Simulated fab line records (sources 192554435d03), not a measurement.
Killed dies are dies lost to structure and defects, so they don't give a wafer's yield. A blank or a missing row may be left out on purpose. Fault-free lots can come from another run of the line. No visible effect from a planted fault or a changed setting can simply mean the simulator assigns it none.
Matching of chambers	flow n5_finfet	N5_BEOL_M1_ETCH_70 on rie_diel-02 has 4 sister chambers
The step etches SOC in N2/H2, target depth 80 nm, overetch 16 nm, time 120 s. 16 wafers are shown with their chamber, then 8 later ones without.

== EACH WAFER AND ITS CHAMBER ==
wafer	chamber	showerhead_plenum_p_Torr (Torr)	oes_product_au (a.u.)	drypump_motor_current_A (A)
L076.1	3	2.67	0.70	5.5
L076.4	1	2.54	0.56	6.2
L076.5	1	2.54	0.57	6.3
L078.1	1	2.54	0.56	6.2
L078.5	0	2.49	0.67	5.3
L078.6	3	2.66	0.68	5.5
L079.1	1	2.53	0.56	6.2
L079.2	3	2.66	0.68	5.6
L079.3	0	2.49	0.66	5.3
L082.3	3	2.66	0.68	5.5
L082.4	0	2.48	0.65	5.2
L082.6	2	2.41	0.55	5.6
L083.2	2	2.41	0.55	5.6
L083.4	0	2.48	0.65	5.3
L083.6	2	2.41	0.55	5.6
L085.1	0	2.48	0.65	5.3

SIGNATURES (means of the wafers above)
reading	chamber 0	chamber 1	chamber 2	chamber 3	scatter within a chamber
showerhead_plenum_p_Torr	2.4840	2.5375	2.4100	2.6625	0.00474
oes_product_au	0.6560	0.5625	0.5500	0.6850	0.00761
drypump_motor_current_A	5.280	6.225	5.600	5.525	0.0438
Rule: for each reading, subtract the chamber's mean from the wafer's reading, divide by that reading's scatter and square the result; add these up over the readings and take the root, which gives the wafer's distance from the chamber. The wafer belongs to the nearest chamber; if the next one is less than 2 further off, it can't be placed. The scatter is the square root of a quotient: the sum, over the shown wafers, of each reading's squared deviation from its chamber's mean, divided by wafers minus chambers.

== WAFERS WITHOUT THEIR CHAMBER ==
wafer	showerhead_plenum_p_Torr (Torr)	oes_product_au (a.u.)	drypump_motor_current_A (A)
L085.2	2.53	0.56	6.2
L085.5	2.53	0.56	6.3
L092.1	2.48	0.64	5.3
L092.3	2.53	0.55	6.3
L092.4	2.40	0.54	5.6
L097.1	2.47	0.62	5.3
L097.5	2.40	0.54	5.6
L097.6	2.52	0.55	6.2

== EACH ONE'S CHAMBER ==
wafer	from the rows above	in truth
L085.2	1	1
L085.5	1	1
L092.1	0	0
L092.3	1	1
L092.4	2	2
L097.1	0	0
L097.5	2	2
L097.6	1	1
Placed correctly: 8 of 8. Number that these rows cannot place: 0. Wrongly placed: 0.
